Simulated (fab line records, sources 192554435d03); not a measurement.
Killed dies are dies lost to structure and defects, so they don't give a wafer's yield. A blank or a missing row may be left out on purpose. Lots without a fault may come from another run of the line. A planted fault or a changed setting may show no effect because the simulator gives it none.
Chamber matching | flow n5_finfet | N5_BEOL_M0_SAQP_STRIP_108 on rie_diel-01: 4 sister chambers
The step strips in N2/H2. 14 wafers are shown with their chamber, then 7 later ones without.

WAFERS WITH THEIR CHAMBER
wafer  | chamber | drypump_motor_current_A (A) | showerhead_plenum_p_Torr (Torr) | throttle_valve_pct (%)
L075.2 | 2       | 5.2                         | 3.26                            | 18.96
L075.3 | 1       | 6.3                         | 3.29                            | 18.87
L075.4 | 1       | 6.3                         | 3.29                            | 18.87
L074.2 | 1       | 6.4                         | 3.29                            | 18.86
L074.3 | 0       | 6.1                         | 3.46                            | 18.94
L074.5 | 2       | 5.2                         | 3.26                            | 18.97
L086.3 | 3       | 6.0                         | 3.35                            | 18.43
L086.5 | 3       | 6.0                         | 3.35                            | 18.42
L086.6 | 2       | 5.2                         | 3.24                            | 19.01
L087.3 | 1       | 6.3                         | 3.28                            | 18.95
L087.4 | 2       | 5.1                         | 3.24                            | 19.02
L087.5 | 3       | 6.0                         | 3.35                            | 18.43
L090.3 | 1       | 6.4                         | 3.27                            | 18.93
L090.4 | 1       | 6.4                         | 3.27                            | 18.94

SIGNATURES (means of the wafers above)
reading                  | chamber 0 | chamber 1 | chamber 2 | chamber 3 | scatter within a chamber
drypump_motor_current_A  | 6.100     | 6.350     | 5.175     | 6.000     | 0.0474
showerhead_plenum_p_Torr | 3.4600    | 3.2817    | 3.2500    | 3.3500    | 0.0094
throttle_valve_pct       | 18.9400   | 18.9033   | 18.9900   | 18.4267   | 0.0332
Rule: a wafer's distance from a chamber is the root of the sum, over the readings, of the square of ((its reading less the chamber's mean) divided by the reading's scatter). The wafer belongs to the nearest chamber; if the next one is less than 2 further off, it can't be placed. The scatter: the root of (the sum of the squares of (reading less its chamber's mean) over the shown wafers, divided by (wafers less chambers)).

WAFERS WITHOUT THEIR CHAMBER
wafer  | drypump_motor_current_A (A) | showerhead_plenum_p_Torr (Torr) | throttle_valve_pct (%)
L090.5 | 5.2                         | 3.24                            | 19.03
L092.1 | 6.3                         | 3.27                            | 18.93
L092.2 | 5.1                         | 3.24                            | 19.04
L092.5 | 6.4                         | 3.27                            | 18.95
L094.1 | 6.3                         | 3.27                            | 18.94
L094.2 | 6.0                         | 3.34                            | 18.45
L094.4 | 6.0                         | 3.34                            | 18.46

WHICH CHAMBER EACH WENT THROUGH
wafer  | from the rows above | in truth
L090.5 | 2                   | 2
L092.1 | 1                   | 1
L092.2 | 2                   | 2
L092.5 | 1                   | 1
L094.1 | 1                   | 1
L094.2 | 3                   | 3
L094.4 | 3                   | 3
Placed correctly: 7 of 7. Can't be placed from these rows: 0. Placed wrongly: 0.
